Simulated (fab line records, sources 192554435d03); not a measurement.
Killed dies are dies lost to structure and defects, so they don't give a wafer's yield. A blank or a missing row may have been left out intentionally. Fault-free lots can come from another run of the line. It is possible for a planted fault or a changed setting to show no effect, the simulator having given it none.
fab line records	flow n5-finfet
record: lots: 7	wafers: 21
route steps=1938 shown SDB@350 HKMG_FIN@450 MOL_CONTACT_COAG@624 BEOL_M0_SAQP@663 BEOL_M0@715 BEOL_M1@783 BEOL_M2@860 BEOL_M3@977
start-h: hours from the record's first day to the start of the lot's first wafer shown	wait-h: hours elapsed since this lot's preceding step	" same as the row above	L1.1+2: a single row standing in for several wafers	- no value present, or no start provided	* or withheld: withheld	< > ~ a bound
route shown NAME@n: names a module that has steps shown in the file, with the first one's number in the route	usual: mean and standard deviation over wafers with no fault	same: alike in all rows	chamber/n: place in a boat	sites: each site's reading	_std_site: standard deviation of those values	_edge_site: inner sites' mean taken away from outer sites' mean	radius-mm: how far each site lies from the wafer's centre	mask NAME#n: copy n	behind: tool/chamber where the wafer was last shaped	hold: what put the lot on hold/how long, in hours/how the hold closed	device: the transistor (n, p or np) that didn't switch	end of line: the route-end tests of the same wafers	a step with no rows: only its recipe	killed: dies lost to structure and defects at the first sort, not the wafer's yield	map: a wafer's dies, x killed, . not, _ none there
set.NAME: the setting as run; set.NAME@STEP: as run at that earlier step	model.NAME: the simulator's own value behind a step, which no gauge read
lots run with intentionally changed settings; tables by step, rows by wafer
== steps ==
step: N5_SDB_COAT_05
recipe: resist: CAR-ArF	spin-rpm: 1500	resist-thk-nm: 90
lot.wafer	tool	chamber	start-h	wait-h	set.spin-rpm	model.CAR-ArF_of_SDB_COAT_05.thk-nm
L077.2	litho-track-02	0	-	-	1500	90.4
L077.4	"	0	"	"	1409	93.4
L077.6	"	0	"	"	1500	90.6
L084.2	litho-track-04	0	-	-	1500	90.2
L084.3	"	0	"	"	1500	89.6
L084.5	"	0	"	"	1357	94.2
L089.1+6	litho-track-02	0	-	-	1500	90.2
L089.4	"	0	"	"	1500	90
L090.4+5+6	litho-track-05	0	-	-	1500	90
L093.1	litho-track-05	0	-	-	1619	87
L093.3	"	0	"	"	1619	86.8
L093.6	"	0	"	"	1500	90
L092.1+3+4	litho-track-05	0	-	-	1500	89.8
L096.2	litho-track-05	0	-	-	1500	90
L096.3	"	0	"	"	1556	88.4
L096.6	"	0	"	"	1500	89.6
step: N5_HKMG_FIN_COAT_66
recipe: resist: SOC	temp-c: 250	time-s: 60	spin-rpm: 1500	resist-thk-nm: 300
lot.wafer	tool	chamber	start-h	wait-h	set.spin-rpm	model.SOC_of_HKMG_FIN_COAT_66.thk-nm
L077.2	litho-track-04	0	93.43	0.2	1569	294.4
L077.4	"	0	"	"	1569	294.8
L077.6	"	0	"	"	1500	300.8
L084.2+5	litho-track-04	0	135.06	0.2	1500	300.4
L084.3	"	0	"	"	1500	300.2
L089.1	litho-track-03	0	169.78	0.2	1440	307.4
L089.4	"	0	"	"	1440	307.8
L089.6	"	0	"	"	1500	301
L090.4	litho-track-01	0	174.91	0.2	1500	300
L090.5	"	0	"	"	1609	289.8
L090.6	"	0	"	"	1609	290.2
L093.1	litho-track-01	0	192.64	0.2	1500	301.8
L093.3	"	0	"	"	1360	316.4
L093.6	"	0	"	"	1360	317.4
L092.1	litho-track-01	0	199.28	0.2	1500	300.8
L092.3	"	0	"	"	1500	300.4
L092.4	"	0	"	"	1500	301.4
L096.2	litho-track-04	0	210.42	0.2	1500	301.6
L096.3+6	"	0	"	"	1500	300.6
step: N5_MOL_CONTACT_COAG_CVD_140
recipe: material: W	target-thk-a: 665	mode: selective-fill	temp-c: 300	time-s: 215
lot.wafer	tool	chamber	start-h	wait-h	set.target-thk-a	model.W_of_MOL_CONTACT_COAG_CVD_140.thk-nm
L077.2	cvd-w-01	1	117.86	0.1	695.1	68.8
L077.4	"	0	"	"	695.1	68.4
L077.6	"	0	"	"	695.1	67.4
L084.2	cvd-w-02	0	155.91	0.1	704.8	70.6
L084.3+5	"	1	"	"	665	66.6
L089.1	cvd-w-01	0	197.04	0.1	665	65.8
L089.4	"	0	"	"	743.4	74.4
L089.6	"	0	"	"	665	65.2
L090.4	cvd-w-02	1	198.84	0.1	665	64.8
L090.5	"	0	"	"	665	65.2
L090.6	"	1	"	"	665	65.4
L093.1	cvd-w-02	1	214.77	0.1	635.4	63.4
L093.3	"	0	"	"	635.4	63.2
L093.6	"	1	"	"	635.4	63.6
L092.1	cvd-w-02	0	223.53	0.1	665	66.8
L092.3	"	1	"	"	665	66
L092.4	"	0	"	"	665	66.6
L096.2	cvd-w-02	0	234.71	0.1	665	66.2
L096.3	"	1	"	"	665	65.6
L096.6	"	0	"	"	732.3	72.6
step: N5_BEOL_M0_SAQP_SPACER1_ALD_98
recipe: material: SiO2	target-thk-a: 128	temp-c: 300	ald-precursor-family: BDEAS	ald-co-reactant: O2-plasma	pulse-time-s: 1	purge-time-s: 2	co-reactant-purge-time-s: 2	ald-cycles: 138	pressure-torr: 2
lot.wafer	tool	chamber	start-h	wait-h	set.ald-cycles	model.SiO2_of_BEOL_M0_SAQP_SPACER1_ALD_98.thk-nm
L077.2	ald-sin-01	2	124.63	0.3	117	10.8
L077.4+6	"	1,3	"	"	138	12.8
L084.2+3	ald-sin-04	1,3	164.88	0.3	152	14
L084.5	"	0	"	"	138	12.8
L089.1+4+6	ald-sin-03	0,2,2	203.37	0.3	138	12.8
L090.4	ald-sin-01	2	206.33	0.1	138	12.8
L090.5+6	"	3,2	"	"	160	14.8
L093.1+3	ald-sin-04	3,1	221.75	0.3	138	12.8
L093.6	"	3	"	"	129	12
L092.1+3+4	ald-sin-04	0,3,2	229.92	0.3	138	12.8
L096.2+3+6	ald-sin-03	1,0,2	243.42	0.3	138	12.8
step: N5_BEOL_M0_SAQP_SPACER1_ETCHBACK_99
recipe: chemistry: CHF3/O2	mode: anisotropic-etchback	target: SiO2	target-depth-a: 154	time-s: 7.7	pressure-mtorr: 30	source-w: 650	bias-w: 170	Ar_flow_sccm: 200	CHF3_flow_sccm: 50	O2_flow_sccm: 5	ion-energy-ev: 200
step: N5_BEOL_M0_SAQP_MANDREL1_REMOVE_100
recipe: chemistry: HBr/Cl2/O2	bt-time-s: 10	target: a-Si	stop-on: SiNx	endpoint: OES-SiCl	over-etch-frac: 0.85	icp-w: 600	bias-w: 30	HBr_flow_sccm: 150	Cl2_flow_sccm: 80	O2_flow_sccm: 5	pressure-mtorr: 10
lot.wafer	tool	chamber	start-h	wait-h	set.ald-cycles@BEOL_M0_SAQP_SPACER1_ALD_98	model.SiO2_of_BEOL_M0_SAQP_SPACER1_ALD_98.thk-nm	model.BEOL_M0_SAQP.cd-nm
L077.2	rie-si-03	1	125.30	0.1	117	5.6	10.8
L077.4	"	3	"	"	138	7.4	12.8
L077.6	"	0	"	"	138	7.4	12.6
L084.2	rie-si-02	0	165.45	0.1	152	8.8	14
L084.3	"	3	"	"	152	8.6	14.2
L084.5	"	0	"	"	138	7.4	12.8
L089.1+4+6	rie-si-05	1,2,0	203.93	0.1	138	7.4	12.8
L090.4	rie-si-05	3	206.90	0.1	138	7.4	13
L090.5	"	2	"	"	160	9.4	14.8
L090.6	"	3	"	"	160	9.4	15
L093.1	rie-si-05	0	222.31	0.1	138	7.4	12.8
L093.3	"	3	"	"	138	7.4	13
L093.6	"	0	"	"	129	6.6	12
L092.1	rie-si-05	3	230.48	0.1	138	7.4	13
L092.3+4	"	2,0	"	"	138	7.4	12.8
L096.2	rie-si-02	0	243.98	0.1	138	7.4	13
L096.3+6	"	2,3	"	"	138	7.4	12.8
step: N5_BEOL_M0_SAQP_CD_MEAS_25
recipe: target-cd-nm: 13.1	landing-energy-ev: 1000	detector: se-inlens
usual: cd-nm: 12.82/0.22
lot.wafer	tool	chamber	start-h	wait-h	set.ald-cycles@BEOL_M0_SAQP_SPACER1_ALD_98	cd-nm
L077.2	cd-sem-03	0	125.41	0.1	117	10.74
L077.4	"	0	"	"	138	12.94
L077.6	"	0	"	"	138	12.80
L084.2	cd-sem-02	0	165.56	0.1	152	14.20
L084.3	"	0	"	"	152	14.34
L084.5	"	0	"	"	138	12.96
L089.1	cd-sem-01	0	204.04	0.1	138	12.79
L089.4	"	0	"	"	138	12.64
L089.6	"	0	"	"	138	12.83
L090.4	cd-sem-01	0	207.02	0.1	138	13.23
L090.5	"	0	"	"	160	14.80
L090.6	"	0	"	"	160	15.24
L093.1	cd-sem-02	0	222.42	0.1	138	13.07
L093.3	"	0	"	"	138	13.13
L093.6	"	0	"	"	129	12.24
L092.1	cd-sem-01	0	230.59	0.1	138	13.01
L092.3	"	0	"	"	138	12.82
L092.4	"	0	"	"	138	12.81
L096.2	cd-sem-03	0	244.09	0.1	138	13.37
L096.3	"	0	"	"	138	12.99
L096.6	"	0	"	"	138	12.72
step: N5_BEOL_M0_SAQP_ETCH_106
recipe: chemistry: N2/H2	target: SOC	target-depth-a: 1500	stop-on: SiNx	ion-energy-ev: 100	bias-w: 61	pressure-mtorr: 30	source-w: 850	n2-flow-sccm: 200	h2-flow-sccm: 200
lot.wafer	tool	chamber	start-h	wait-h	set.target-depth-a	model.SOC_of_BEOL_M0_SAQP_COAT_105.thk-nm
L077.2	rie-diel-06	2	126.31	-	1500	25
L077.4	"	1	"	"	1500	24.6
L077.6	"	0	"	"	1326	36
L084.2	rie-diel-01	1	166.51	-	1500	25.8
L084.3	"	2	"	"	1500	21.2
L084.5	"	0	"	"	1500	22
L089.1	rie-diel-03	1	204.83	-	1427	29.8
L089.4	"	2	"	"	1500	25.8
L089.6	"	1	"	"	1500	26.8
L090.4	rie-diel-06	3	207.79	-	1500	23.8
L090.5	"	0	"	"	1632	19.4
L090.6	"	1	"	"	1500	25.2
L093.1	rie-diel-03	3	223.14	-	1500	24.6
L093.3	"	1	"	"	1500	26.6
L093.6	"	3	"	"	1500	23.8
L092.1	rie-diel-01	0	231.46	-	1500	21.4
L092.3	"	1	"	"	1500	25
L092.4	"	2	"	"	1500	21.2
L096.2	rie-diel-06	0	244.80	-	1500	26.2
L096.3	"	2	"	"	1500	24.8
L096.6	"	2	"	"	1400	28.8
step: N5_BEOL_M0_ETCH_138
recipe: chemistry: CH3F/O2	target-depth-a: 120	target: SiCN	time-s: 31.6	ion-energy-ev: 120	pressure-mtorr: 30	source-w: 395	bias-w: 75	Ar_flow_sccm: 150	CH3F_flow_sccm: 30	O2_flow_sccm: 20	ends: cleared
usual: rf-vpp-V: 297.6/1.7
lot.wafer	tool	chamber	start-h	wait-h	set.source-w	rf-vpp-V
L077.2	rie-diel-04	3	129.79	0.0	395	297.6
L077.4	"	1	"	"	414.1	294.3
L077.6	"	0	"	"	395	297.6
L084.2	rie-diel-05	0	170.10	0.0	333.6	311.9
L084.3	"	2	"	"	395	297.8
L084.5	"	0	"	"	395	295.3
L089.1	rie-diel-05	3	208.86	0.0	436.7	289.2
L089.4	"	1	"	"	436.7	286.3
L089.6	"	0	"	"	395	296.1
L090.4	rie-diel-05	1	211.26	0.0	395	295.0
L090.5	"	0	"	"	395	295.5
L090.6	"	3	"	"	360.9	308.3
L093.1	rie-diel-02	0	226.83	0.0	368.7	303.2
L093.3	"	2	"	"	395	300.4
L093.6	"	3	"	"	368.7	305.2
L092.1	rie-diel-05	3	235.12	0.0	395	298.7
L092.3	"	0	"	"	395	296.9
L092.4	"	1	"	"	395	296.6
L096.2	rie-diel-04	0	248.76	0.0	395	296.6
L096.3	"	2	"	"	395	296.0
L096.6	"	2	"	"	395	294.8
step: N5_BEOL_M0_TRENCH_ETCH_107
recipe: chemistry: C4F6/O2	target-depth-a: 328	target: SiOC	time-s: 16.4	ion-energy-ev: 250	pressure-mtorr: 30	source-w: 355	bias-w: 185	Ar_flow_sccm: 300	C4F6_flow_sccm: 10	O2_flow_sccm: 10
lot.wafer	tool	chamber	start-h	wait-h	set.target-depth-a	model.BEOL_M0.feature-depth-nm
L077.2	rie-diel-04	0	132.80	0.0	328	33.2
L077.4	"	1	"	"	328	33.6
L077.6	"	3	"	"	328	33
L084.2+5	rie-diel-04	1	173.81	0.0	357.7	37
L084.3	"	2	"	"	328	33.2
L089.1	rie-diel-02	1	211.64	0.0	311.4	31
L089.4	"	3	"	"	328	33
L089.6	"	3	"	"	328	33.2
L090.4	rie-diel-04	1	213.40	0.0	328	33.8
L090.5	"	3	"	"	328	32.6
L090.6	"	2	"	"	328	33
L093.1+3	rie-diel-02	2,1	231.45	0.0	365.2	35.6
L093.6	"	1	"	"	328	32.2
L092.1	rie-diel-04	0	236.15	0.0	328	33.4
L092.3	"	1	"	"	328	33.6
L092.4	"	3	"	"	328	32.6
L096.2	rie-diel-05	0	250.68	0.0	328	33.2
L096.3	"	3	"	"	328	32.8
L096.6	"	1	"	"	328	33.4
step: N5_BEOL_M0_STRIP_142
recipe: chemistry: N2/H2	time-s: 10	power-w: 450	temp-c: 40	pressure-mtorr: 20	rf-frequency-hz: 6e+07	bias-power-w: 7	n2-flow-sccm: 200	h2-flow-sccm: 200
step: N5_BEOL_M0_OCD_MEAS_108
usual: trench-depth-nm: 33.0/0.56
lot.wafer	tool	chamber	start-h	wait-h	set.target-depth-a@BEOL_M0_TRENCH_ETCH_107	trench-depth-nm
L077.2	ocd-01	-	132.90	0.1	328	33.7
L077.4	"	-	"	"	328	33.6
L077.6	"	-	"	"	328	32.8
L084.2	ocd-02	-	173.92	0.1	357.7	36.9
L084.3	"	-	"	"	328	33.2
L084.5	"	-	"	"	357.7	37.0
L089.1	ocd-01	-	211.74	0.1	311.4	30.8
L089.4	"	-	"	"	328	32.7
L089.6	"	-	"	"	328	33.1
L090.4	ocd-01	-	213.50	0.0	328	34.3
L090.5	"	-	"	"	328	33.0
L090.6	"	-	"	"	328	32.8
L093.1	ocd-02	-	231.56	0.1	365.2	35.0
L093.3	"	-	"	"	365.2	35.7
L093.6	"	-	"	"	328	32.2
L092.1	ocd-01	-	236.26	0.1	328	33.7
L092.3	"	-	"	"	328	34.5
L092.4	"	-	"	"	328	32.5
L096.2	ocd-01	-	250.79	0.1	328	33.2
L096.3	"	-	"	"	328	33.1
L096.6	"	-	"	"	328	33.5
step: N5_BEOL_M1_EXPOSE_25
recipe: mask-id: V0	na: 0.33	source-shape: quasar	sigma-inner: 0.2	sigma-outer: 0.8	polarization: unpolarized	defocus-nm: 5	target-cd-nm: 24	dose-mj: 63
lot.wafer	tool	chamber	start-h	wait-h	mask	set.dose-mj
L077.2+6	euv-scanner-02	0	138.59	-	V0#0	63
L077.4	"	0	"	"	V0#0	65
L084.2+3+5	euv-scanner-01	0	180.90	-	V0#0	63
L089.1	euv-scanner-02	0	218.46	-	V0#0	63
L089.4+6	"	0	"	"	V0#0	66.86
L090.4+5	euv-scanner-01	0	219.69	-	V0#0	59.32
L090.6	"	0	"	"	V0#0	63
L093.1+3+6	euv-scanner-02	0	237.88	-	V0#0	63
L092.1+3+4	euv-scanner-02	0	244.05	-	V0#0	63
L096.2+6	euv-scanner-02	0	260.30	-	V0#0	59.26
L096.3	"	0	"	"	V0#0	63
step: N5_BEOL_M1_PEB_26
recipe: peb-temp-c: 100	peb-time-s: 60	resist: CAR-EUV
step: N5_BEOL_M1_DEVELOP_27
recipe: develop-time-s: 30	developer: TMAH	resist: CAR-EUV	rinse-liquid: surfactant-rinse	dry: air-spin	dev-temp-c: 23
step: N5_BEOL_M1_CD_MEAS_28
recipe: landing-energy-ev: 500	detector: se-inlens	target-cd-y-nm: 23.3
usual: cd-nm: 24.08/0.27
lot.wafer	tool	chamber	start-h	wait-h	set.dose-mj@BEOL_M1_EXPOSE_25	cd-nm
L077.2	cd-sem-01	0	138.73	-	63	24.58
L077.4	"	0	"	"	65	24.82
L077.6	"	0	"	"	63	23.84
L084.2	cd-sem-03	0	181.04	-	63	24.11
L084.3	"	0	"	"	63	24.17
L084.5	"	0	"	"	63	24.30
L089.1	cd-sem-02	0	218.61	-	63	24.07
L089.4	"	0	"	"	66.86	25.49
L089.6	"	0	"	"	66.86	25.50
L090.4	cd-sem-03	0	219.81	-	59.32	23.34
L090.5	"	0	"	"	59.32	23.08
L090.6	"	0	"	"	63	23.80
L093.1	cd-sem-02	0	238.03	-	63	24.25
L093.3	"	0	"	"	63	24.22
L093.6	"	0	"	"	63	23.93
L092.1	cd-sem-02	0	244.19	-	63	24.36
L092.3	"	0	"	"	63	24.02
L092.4	"	0	"	"	63	23.98
L096.2	cd-sem-03	0	260.44	-	59.26	22.94
L096.3	"	0	"	"	63	24.09
L096.6	"	0	"	"	59.26	22.92
step: N5_BEOL_M1_STRIP_71
recipe: chemistry: N2/H2	temp-c: 40	n2-flow-sccm: 200	h2-flow-sccm: 200	rf-frequency-hz: 6e+07
step: N5_BEOL_M1_STRIP_78
recipe: chemistry: N2/H2	temp-c: 40	n2-flow-sccm: 200	h2-flow-sccm: 200	rf-frequency-hz: 6e+07
step: N5_BEOL_M1_VIA_ETCH_34
recipe: chemistry: C4F6/O2	target-depth-a: 678	mask-material: SOC	pressure-mtorr: 15	ion-energy-ev: 250	taper-deg: 4	time-s: 64.4	source-w: 350	bias-w: 170	Ar_flow_sccm: 300	C4F6_flow_sccm: 10	O2_flow_sccm: 10
lot.wafer	tool	chamber	start-h	wait-h	set.dose-mj@BEOL_M1_EXPOSE_25	model.BEOL_M1.cd-nm
L077.2	rie-diel-03	3	145.26	0.0	63	18.4
L077.4	"	1	"	"	65	18.8
L077.6	"	0	"	"	63	17.8
L084.2	rie-diel-06	3	181.86	0.0	63	17.8
L084.3	"	0	"	"	63	18.4
L084.5	"	0	"	"	63	18.2
L089.1	rie-diel-01	1	230.53	0.0	63	18.4
L089.4+6	"	3,1	"	"	66.86	19.6
L090.4+5	rie-diel-06	2,0	233.14	0.0	59.32	17.4
L090.6	"	1	"	"	63	18.6
L093.1	rie-diel-06	0	242.51	0.0	63	18.4
L093.3	"	1	"	"	63	18.2
L093.6	"	1	"	"	63	18.6
L092.1	rie-diel-01	3	245.38	0.0	63	18.2
L092.3	"	2	"	"	63	18.4
L092.4	"	1	"	"	63	18
L096.2	rie-diel-06	0	266.92	0.0	59.26	16.6
L096.3	"	2	"	"	63	18.2
L096.6	"	0	"	"	59.26	17
step: N5_BEOL_M2_ETCH_64
recipe: chemistry: N2/H2	target: SOC	target-depth-a: 750	overetch-a: 225	mask-material: SiARC	temp-c: 40	time-s: 121.9	ion-energy-ev: 200	pressure-mtorr: 30	source-w: 840	bias-w: 150	n2-flow-sccm: 200	h2-flow-sccm: 200
lot.wafer	tool	chamber	start-h	wait-h	set.time-s	model.SiARC_of_BEOL_M2_COAT_62.thk-nm
L077.2	rie-diel-02	0	152.21	0.0	97.7	7.4
L077.4	"	1	"	"	121.9	6.4
L077.6	"	0	"	"	121.9	6.2
L084.2+5	rie-diel-05	3	189.04	0.0	148.3	5
L084.3	"	2	"	"	121.9	6.4
L089.1+6	rie-diel-05	3,0	236.56	0.0	140.9	5.4
L089.4	"	1	"	"	121.9	6.2
L090.4+5+6	rie-diel-05	3,2,3	242.08	0.0	121.9	6.2
L093.1	rie-diel-04	1	247.45	0.0	121.9	6.2
L093.3+6	"	0,2	"	"	121.9	6
L092.1	rie-diel-05	1	251.26	0.0	121.9	6.2
L092.3	"	2	"	"	121.9	6.6
L092.4	"	0	"	"	121.9	6.4
L096.2+3+6	rie-diel-04	1,0,2	275.05	0.0	121.9	6.2
step: N5_BEOL_M2_STRIP_65
recipe: chemistry: N2/H2	temp-c: 40	n2-flow-sccm: 200	h2-flow-sccm: 200	rf-frequency-hz: 6e+07
step: N5_BEOL_M2_STRIP_75
recipe: chemistry: N2/H2	temp-c: 40	n2-flow-sccm: 200	h2-flow-sccm: 200	rf-frequency-hz: 6e+07
step: N5_BEOL_M2_STRIP_66
recipe: chemistry: CF4	resist: SiARC	power-w: 300	bias-power-w: 75	pressure-mtorr: 50	cf4-flow-sccm: 150	rf-frequency-hz: 6e+07
step: N5_BEOL_M2_HM_OPEN_17
recipe: chemistry: Cl2/BCl3	target-depth-a: 200	overetch-a: 60	target: TiN	mask-material: SOC	ion-energy-ev: 150	pressure-mtorr: 10	icp-w: 1000	bias-w: 126	Cl2_flow_sccm: 53.25	bcl3-flow-sccm: 21.75	Ar_flow_sccm: 25
lot.wafer	tool	chamber	start-h	wait-h	set.time-s@BEOL_M2_ETCH_64	model.etch.depth-nm
L077.2	rie-metal-03	0	152.39	0.0	97.7	19.52
L077.4	"	0	"	"	121.9	20.04
L077.6	"	0	"	"	121.9	19.68
L084.2	rie-metal-03	1	189.21	0.0	148.3	17.67
L084.3	"	1	"	"	121.9	20.5
L084.5	"	0	"	"	148.3	17.87
L089.1	rie-metal-01	0	236.73	0.0	140.9	17.76
L089.4	"	0	"	"	121.9	19.65
L089.6	"	1	"	"	140.9	17.68
L090.4	rie-metal-02	0	242.28	0.1	121.9	20.43
L090.5	"	0	"	"	121.9	20.6
L090.6	"	1	"	"	121.9	20.36
L093.1+6	rie-metal-03	0	247.63	0.0	121.9	20
L093.3	"	1	"	"	121.9	19.76
L092.1	rie-metal-01	0	251.43	0.0	121.9	20.1
L092.3	"	0	"	"	121.9	20.08
L092.4	"	1	"	"	121.9	20.07
L096.2+3	rie-metal-03	1	275.25	0.1	121.9	20.01
L096.6	"	1	"	"	121.9	20.12
step: N5_BEOL_M2_DEP_57
recipe: material: SiCN	target-thk-a: 80	temp-c: withheld	precursor: 3MS/NH3	pressure-torr: 3	rf-w: 202	time-s: 14
lot.wafer	tool	chamber	start-h	wait-h	set.time-s	model.SiCN_of_BEOL_M2_DEP_57.thk-nm
L077.2+6	pecvd-01	2,0	162.56	0.0	14	8
L077.4	"	1	"	"	14	8.2
L084.2	pecvd-01	2	195.47	0.0	13.31	7.4
L084.3	"	0	"	"	14	8
L084.5	"	2	"	"	14	8.2
L089.1	pecvd-03	1	247.40	0.0	14	7.8
L089.4+6	"	2,1	"	"	15.49	8.6
L090.4+6	pecvd-01	0	250.14	0.0	15.89	9
L090.5	"	2	"	"	15.89	9.2
L093.1	pecvd-03	1	256.19	0.0	12.65	7
L093.3	"	0	"	"	12.65	7.2
L093.6	"	2	"	"	14	8
L092.1+3	pecvd-03	0,2	258.15	0.0	14	7.8
L092.4	"	2	"	"	14	8.2
L096.2	pecvd-01	0	299.04	0.0	14	7.6
L096.3	"	2	"	"	15.79	9
L096.6	"	2	"	"	15.79	9.2
step: N5_BEOL_M3_VIA_ETCH_34
recipe: chemistry: C4F6/O2	target-depth-a: 694	mask-material: SOC	pressure-mtorr: 15	ion-energy-ev: 250	taper-deg: 4	time-s: 65.9	source-w: 350	bias-w: 170	Ar_flow_sccm: 300	C4F6_flow_sccm: 10	O2_flow_sccm: 10
lot.wafer	tool	chamber	start-h	wait-h	set.time-s	model.etch.depth-nm	model.SOC_of_BEOL_M3_COAT_67.thk-nm
L077.2	rie-diel-01	0	166.19	0.0	79.4	84.27	50
L077.4	"	2	"	"	65.9	71.34	51.8
L077.6	"	0	"	"	79.4	85.34	50
L084.2	rie-diel-03	1	200.28	0.0	65.9	69.42	52
L084.3	"	3	"	"	65.9	69.78	51.8
L084.5	"	3	"	"	65.9	69.52	52
L089.1	rie-diel-06	2	253.61	0.0	65.9	70.52	51.4
L089.4	"	0	"	"	65.9	68.12	52
L089.6	"	0	"	"	65.9	67.23	52.2
L090.4	rie-diel-03	0	253.73	0.0	65.9	71.44	51.6
L090.5	"	1	"	"	73.46	76.47	51
L090.6	"	0	"	"	73.46	79.8	50.8
L093.1	rie-diel-03	2	261.54	0.0	65.9	71.98	51.6
L093.3	"	1	"	"	72.24	74.7	51.4
L093.6	"	1	"	"	72.24	74.88	51
L092.1	rie-diel-01	2	261.55	0.0	65.9	70.32	51.8
L092.3	"	1	"	"	65.9	68.14	52
L092.4	"	0	"	"	65.9	70.68	51.6
L096.2	rie-diel-01	3	305.69	0.0	65.9	66.53	52.4
L096.3	"	0	"	"	65.9	70.24	52
L096.6	"	2	"	"	53.68	57.22	53.6
== key ==
split: step: N5_SDB_COAT_05	setting: spin-rpm	stated: 1500	by: wafer
response: step: N5_SDB_COAT_05	reading: model.CAR-ArF_of_SDB_COAT_05.thk-nm	change: -0.432	per: 1%	r: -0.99
split: step: N5_HKMG_FIN_COAT_66	setting: spin-rpm	stated: 1500	by: wafer
response: step: N5_HKMG_FIN_COAT_66	reading: model.SOC_of_HKMG_FIN_COAT_66.thk-nm	change: -1.52	per: 1%	r: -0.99
split: step: N5_MOL_CONTACT_COAG_CVD_140	setting: target-thk-a	stated: 665	by: wafer
response: step: N5_MOL_CONTACT_COAG_CVD_140	reading: model.W_of_MOL_CONTACT_COAG_CVD_140.thk-nm	change: +0.709	per: 1%	r: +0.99
split: step: N5_BEOL_M0_SAQP_SPACER1_ALD_98	setting: ald-cycles	stated: 138	by: wafer
response: step: N5_BEOL_M0_SAQP_SPACER1_ALD_98	reading: model.SiO2_of_BEOL_M0_SAQP_SPACER1_ALD_98.thk-nm	change: +0.126	per: 1%	r: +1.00
response: step: N5_BEOL_M0_SAQP_MANDREL1_REMOVE_100	reading: model.SiO2_of_BEOL_M0_SAQP_SPACER1_ALD_98.thk-nm	change: +0.123	per: 1%	r: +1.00
response: step: N5_BEOL_M0_SAQP_MANDREL1_REMOVE_100	reading: model.BEOL_M0_SAQP.cd-nm	change: +0.124	per: 1%	r: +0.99
response: step: N5_BEOL_M0_SAQP_CD_MEAS_25	reading: cd-nm	change: +0.126	per: 1%	r: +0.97
split: step: N5_BEOL_M0_SAQP_ETCH_106	setting: target-depth-a	stated: 1500	by: wafer
response: step: N5_BEOL_M0_SAQP_ETCH_106	reading: model.SOC_of_BEOL_M0_SAQP_COAT_105.thk-nm	change: -0.763	per: 1%	r: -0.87
split: step: N5_BEOL_M0_ETCH_138	setting: source-w	stated: 395	by: wafer
response: step: N5_BEOL_M0_ETCH_138	reading: rf-vpp-V	change: -0.971	per: 1%	r: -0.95
split: step: N5_BEOL_M0_TRENCH_ETCH_107	setting: target-depth-a	stated: 328	by: wafer
response: step: N5_BEOL_M0_TRENCH_ETCH_107	reading: model.BEOL_M0.feature-depth-nm	change: +0.354	per: 1%	r: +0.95
response: step: N5_BEOL_M0_OCD_MEAS_108	reading: trench-depth-nm	change: +0.341	per: 1%	r: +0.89
split: step: N5_BEOL_M1_EXPOSE_25	setting: dose-mj	stated: 63	by: wafer
response: step: N5_BEOL_M1_CD_MEAS_28	reading: cd-nm	change: +0.18	per: 1%	r: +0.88
response: step: N5_BEOL_M1_VIA_ETCH_34	reading: model.BEOL_M1.cd-nm	change: +0.213	per: 1%	r: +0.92
split: step: N5_BEOL_M2_ETCH_64	setting: time-s	stated: 121.9	by: wafer
response: step: N5_BEOL_M2_ETCH_64	reading: model.SiARC_of_BEOL_M2_COAT_62.thk-nm	change: -0.0584	per: 1%	r: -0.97
response: step: N5_BEOL_M2_HM_OPEN_17	reading: model.etch.depth-nm	shape: bent	at-lowest: 19.52	at-stated: 20.09	at-highest: 17.77
split: step: N5_BEOL_M2_DEP_57	setting: time-s	stated: 14	by: wafer
response: step: N5_BEOL_M2_DEP_57	reading: model.SiCN_of_BEOL_M2_DEP_57.thk-nm	change: +0.101	per: 1%	r: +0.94
split: step: N5_BEOL_M3_VIA_ETCH_34	setting: time-s	stated: 65.9	by: wafer
response: step: N5_BEOL_M3_VIA_ETCH_34	reading: model.etch.depth-nm	change: +0.594	per: 1%	r: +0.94
response: step: N5_BEOL_M3_VIA_ETCH_34	reading: model.SOC_of_BEOL_M3_COAT_67.thk-nm	change: -0.0756	per: 1%	r: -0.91
